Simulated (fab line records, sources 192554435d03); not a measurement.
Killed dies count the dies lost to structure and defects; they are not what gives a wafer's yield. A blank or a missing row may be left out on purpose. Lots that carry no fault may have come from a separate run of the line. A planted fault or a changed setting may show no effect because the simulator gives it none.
Chamber matching -- flow n5-finfet -- N5_BEOL_M4_ALD_84 on ald-metal-02: 4 sister chambers
The step deposits TaN, pulse time 2 s, purge time 3 s, co reactant purge time 2 s. 8 wafers are shown with their chamber, then 11 later ones without.

## WAFERS WITH THEIR CHAMBER
wafer,chamber,heater-power-w (W)
L082.3,3,339
L082.6,0,461
L084.3,3,343
L084.6,1,452
L085.3,2,425
L085.5,1,434
L085.6,0,469
L088.1,2,418

## WAFERS WHOSE CHAMBER IS MISSING
wafer,heater-power-w (W)
L088.5,430
L088.6,422
L090.1,445
L090.4,468
L090.5,412
L091.1,343
L091.4,454
L091.5,455
L094.2,418
L094.3,455
L094.4,438

## EACH ONE'S CHAMBER
wafer,from the rows above,in truth
L088.5,can't be placed: 2 or 1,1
L088.6,2,2
L090.1,1,1
L090.4,0,0
L090.5,2,2
L091.1,3,3
L091.4,can't be placed: 0 or 1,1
L091.5,can't be placed: 0 or 1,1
L094.2,2,2
L094.3,can't be placed: 0 or 1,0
L094.4,can't be placed: 1 or 2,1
Placed correctly: 6 of 11. Unplaceable from these rows: 5, with the true chamber sitting among the candidates in 5. Wrongly placed: 0.
How it was worked out, from the rows above alone: a wafer's distance from a chamber is the root of the sum, over the readings, of the square of ((its reading less the chamber's mean) divided by the reading's scatter). The wafer belongs to the nearest chamber; if the next one is less than 2 further off, it can't be placed. Each chamber's mean is taken over the wafers shown for it. The scatter is the square root of a quotient: the sum, over the shown wafers, of each reading's squared deviation from its chamber's mean, divided by wafers minus chambers.
